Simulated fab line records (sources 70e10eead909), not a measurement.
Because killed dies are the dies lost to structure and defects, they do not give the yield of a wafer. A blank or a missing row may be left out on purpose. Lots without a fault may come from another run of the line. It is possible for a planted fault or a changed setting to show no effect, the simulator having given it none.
Which tool was responsible? -- flow nand harc -- 24 lots, 72 wafers sampled, at 1 step of a route of 1302

## WHAT THE GAUGES READ, wafer by wafer
NHARC_A_M0_INSPECT_11. Usual: raw defect count 87, standard deviation 28.
lot,measured,on,raw defect count,flag
L074,day 22 17:02,defect inspect-01,66 58 71,
L075,day 23 14:40,defect inspect-02,102 103 97,
L077,day 23 15:02,defect inspect-01,133 115 116,
L076,day 24 00:33,defect inspect-02,12 22 12,
L078,day 24 04:55,defect inspect-02,131 133 109,
L079,day 24 07:04,defect inspect-02,33 30 34,
L080,day 25 08:43,defect inspect-01,75 80 88,
L081,day 25 17:08,defect inspect-01,121 119 114,
L082,day 26 10:45,defect inspect-01,87 86 73,
L084,day 26 12:25,defect inspect-01,85 85 86,
L083,day 26 15:35,defect inspect-01,92 83 89,
L085,day 27 07:40,defect inspect-02,59 67 68,
L086,day 27 08:56,defect inspect-02,95 98 96,
L087,day 27 18:38,defect inspect-01,61 80 71,
L089,day 28 10:51,defect inspect-02,78 75 75,
L088,day 28 12:38,defect inspect-02,91 106 134,
L091,day 29 03:15,defect inspect-01,126 127 110,
L090,day 29 20:26,defect inspect-01,122 125 133,
L095,day 30 13:34,defect inspect-01,75 82 86,
L092,day 30 15:35,defect inspect-01,83 65 60,
L093,day 30 16:52,defect inspect-02,151 107 88,
L094,day 31 06:10,defect inspect-02,123 127 113,
L096,day 32 17:54,defect inspect-01,95 69 83,
L097,day 32 20:57,defect inspect-02,86 78 58,

## EACH LOT AND THE TOOL THAT RAN IT (in order: tool; ch and the chambers of the sampled wafers; start)
No process step before these readings appears in the record.

## WHAT THE TOOLS THEMSELVES READ (means of the sampled wafers that have a number; where no wafer has one, the mark that the record gives instead)
The record holds no such reading with a usual standard deviation.

## THE ANSWER, worked out from the rows above alone
Rule: take the mean of a lot's wafers that have a number; if it is more than 3 standard deviations from the usual mean, the lot is off. Also off: a lot with no number at a reading for which 4 or more lots have one. All remaining lots with rows at the step are treated as sound. Order of review: gauges by route order, followed by the tools' own readings, for which a lot's mean as printed above is used. The first step at which some lot is off is used, and at that step the reading that is off furthest; a lot without a number counts as furthest.
No lot is off at any reading shown: from this, nothing can be told.

## WHAT THE SIMULATOR HAD INSERTED
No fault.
